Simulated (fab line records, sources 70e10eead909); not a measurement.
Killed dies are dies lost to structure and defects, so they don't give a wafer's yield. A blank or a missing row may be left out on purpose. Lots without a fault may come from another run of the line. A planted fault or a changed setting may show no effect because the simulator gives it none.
Tool commonality check | flow nand_harc | 12 lots, 36 wafers sampled

WHY IT WAS OPENED
At NHARC_P_STI_INSPECT_11 the reading raw_defect_count is flagged on 2 of 12 lots. Wafers without a fault read 5.5, standard deviation 2.7.
Rule: a lot is flagged when every wafer of it that has a number lies more than 4 standard deviations from that mean, or none has a number. The other lots count as sound.

lot  | measured     | on                | raw_defect_count, wafer by wafer | flag
L498 | day 2 21:04  | defect_inspect-01 | 4 7 8                            |
L501 | day 4 01:22  | defect_inspect-02 | 9 4 3                            |
L503 | day 4 21:49  | defect_inspect-01 | 4 4 5                            |
L504 | day 5 10:13  | defect_inspect-01 | 2 6 3                            |
L506 | day 6 02:53  | defect_inspect-02 | 5 6 9                            |
L508 | day 6 23:29  | defect_inspect-02 | 7 9 3                            |
L510 | day 7 20:37  | defect_inspect-02 | 791 726 731                      | FLAGGED
L511 | day 8 04:33  | defect_inspect-02 | 716 772 736                      | FLAGGED
L518 | day 11 07:23 | defect_inspect-01 | 2 7 1                            |
L519 | day 11 18:10 | defect_inspect-02 | 4 11 6                           |
L520 | day 11 22:28 | defect_inspect-02 | 6 6 7                            |
L521 | day 12 09:35 | defect_inspect-01 | 8 10 5                           |
The numbers of the flagged lots are 745.3 on average: +739.8 against the usual, or +99 or more standard deviations.

WHICH TOOL RAN EACH LOT
The record holds 1 process step before the reading, out of a route of 1302 steps. In each cell: the tool, then ch and the chambers that the sampled wafers went through, then the start.
lot  | flag    | NHARC_P_STI_OXIDE_29
L498 |         | furnace-07 ch 0, day 2 08:46
L501 |         | furnace-02 ch 0, day 3 14:01
L503 |         | furnace-01 ch 0, day 4 10:28
L504 |         | furnace-02 ch 0, day 4 22:51
L506 |         | furnace-07 ch 0, day 5 15:36
L508 |         | furnace-01 ch 0, day 6 12:14
L510 | FLAGGED | furnace-07 ch 0, day 7 09:11
L511 | FLAGGED | furnace-07 ch 0, day 7 17:14
L518 |         | furnace-01 ch 0, day 10 20:03
L519 |         | furnace-07 ch 0, day 11 05:52
L520 |         | furnace-07 ch 0, day 11 11:09
L521 |         | furnace-07 ch 0, day 11 22:16
What these steps do:
- NHARC_P_STI_OXIDE_29: material SiO2, target thk 10 nm, ox time 1362 s.
- NHARC_P_STI_INSPECT_11

FLAGGED OVER TOTAL, TOOL BY TOOL (the gauges that took the reading come last)
step                   | tool              | lots run | flagged | share of the flagged lots | sound lots run after its first flagged lot
NHARC_P_STI_OXIDE_29   | furnace-01        | 3        | 0       | none                      | -
NHARC_P_STI_OXIDE_29   | furnace-02        | 2        | 0       | none                      | -
NHARC_P_STI_OXIDE_29   | furnace-07        | 7        | 2       | all                       | 3 (L519,L520,L521)
NHARC_P_STI_INSPECT_11 | defect_inspect-01 | 5        | 0       | none                      | -
NHARC_P_STI_INSPECT_11 | defect_inspect-02 | 7        | 2       | all                       | 2 (L519,L520)

WHAT THE TABLE ALLOWS
2 rows of the table ran every flagged lot: furnace-07 at NHARC_P_STI_OXIDE_29, defect_inspect-02 at NHARC_P_STI_INSPECT_11.
- furnace-07 at NHARC_P_STI_OXIDE_29: 2 of its 7 lots flagged. Sound lots ran on it after the first flagged one (L519, L520, L521), which a lasting fault on the whole tool wouldn't allow.
- defect_inspect-02 at NHARC_P_STI_INSPECT_11: 2 of its 7 lots flagged. Sound lots ran on it after the first flagged one (L519, L520), which a lasting fault on the whole tool wouldn't allow.
No row of the table ran every flagged lot and no sound lot after the first.

WHAT THE SIMULATOR HAD PUT IN
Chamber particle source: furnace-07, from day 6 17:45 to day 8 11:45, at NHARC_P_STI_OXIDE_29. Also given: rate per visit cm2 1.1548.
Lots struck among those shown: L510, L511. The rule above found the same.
